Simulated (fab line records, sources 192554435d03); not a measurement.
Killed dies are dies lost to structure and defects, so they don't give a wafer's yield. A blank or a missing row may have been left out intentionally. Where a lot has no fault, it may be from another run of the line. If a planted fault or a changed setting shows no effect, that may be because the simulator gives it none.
Matching of chambers / flow n5_finfet / N5_BEOL_M10_CURE_71 on uv_cure-03 has 3 sister chambers
The step cures SiCOH lowk, time 240 s. 6 wafers are shown with their chamber, then 7 later ones without.

WAFERS, EACH WITH ITS CHAMBER
wafer=L085.5; chamber=0; wafer_temp_C_max=386.4; lamp_power_pct (%)=52.24
wafer=L085.6; chamber=0; wafer_temp_C_max=386.9; lamp_power_pct (%)=52.24
wafer=L091.4; chamber=2; wafer_temp_C_max=387.1; lamp_power_pct (%)=52.37
wafer=L091.5; chamber=2; wafer_temp_C_max=387.5; lamp_power_pct (%)=52.34
wafer=L095.1; chamber=1; wafer_temp_C_max=387.3; lamp_power_pct (%)=52.21
wafer=L095.5; chamber=1; wafer_temp_C_max=386.9; lamp_power_pct (%)=52.24

WAFERS WITH NO CHAMBER GIVEN
wafer=L095.6; wafer_temp_C_max=386.7; lamp_power_pct (%)=52.22
wafer=L096.1; wafer_temp_C_max=386.7; lamp_power_pct (%)=52.37
wafer=L096.2; wafer_temp_C_max=386.4; lamp_power_pct (%)=52.28
wafer=L096.6; wafer_temp_C_max=386.1; lamp_power_pct (%)=52.37
wafer=L097.1; wafer_temp_C_max=386.9; lamp_power_pct (%)=52.40
wafer=L097.3; wafer_temp_C_max=387.2; lamp_power_pct (%)=52.23
wafer=L097.5; wafer_temp_C_max=386.9; lamp_power_pct (%)=52.36

EACH ONE'S CHAMBER
wafer=L095.6; from the rows above=can't be placed: 0 or 1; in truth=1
wafer=L096.1; from the rows above=2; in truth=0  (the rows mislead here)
wafer=L096.2; from the rows above=can't be placed: 0 or 1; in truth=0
wafer=L096.6; from the rows above=2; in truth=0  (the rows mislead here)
wafer=L097.1; from the rows above=2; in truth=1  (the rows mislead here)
wafer=L097.3; from the rows above=can't be placed: 1 or 0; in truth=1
wafer=L097.5; from the rows above=2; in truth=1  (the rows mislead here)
Placed correctly: 0 of 7. These rows do not allow placing 3 (true chamber among the candidates in 3). 4 placed wrongly.
How it was worked out, from the rows above alone: a wafer's distance from a chamber is the root of the sum, over the readings, of the square of ((its reading less the chamber's mean) divided by the reading's scatter). The wafer belongs to the nearest chamber; if the next one is less than 2 further off, it can't be placed. For every chamber, the mean is computed from those of its wafers that are shown. The scatter is the square root of a quotient: the sum, over the shown wafers, of each reading's squared deviation from its chamber's mean, divided by wafers minus chambers.
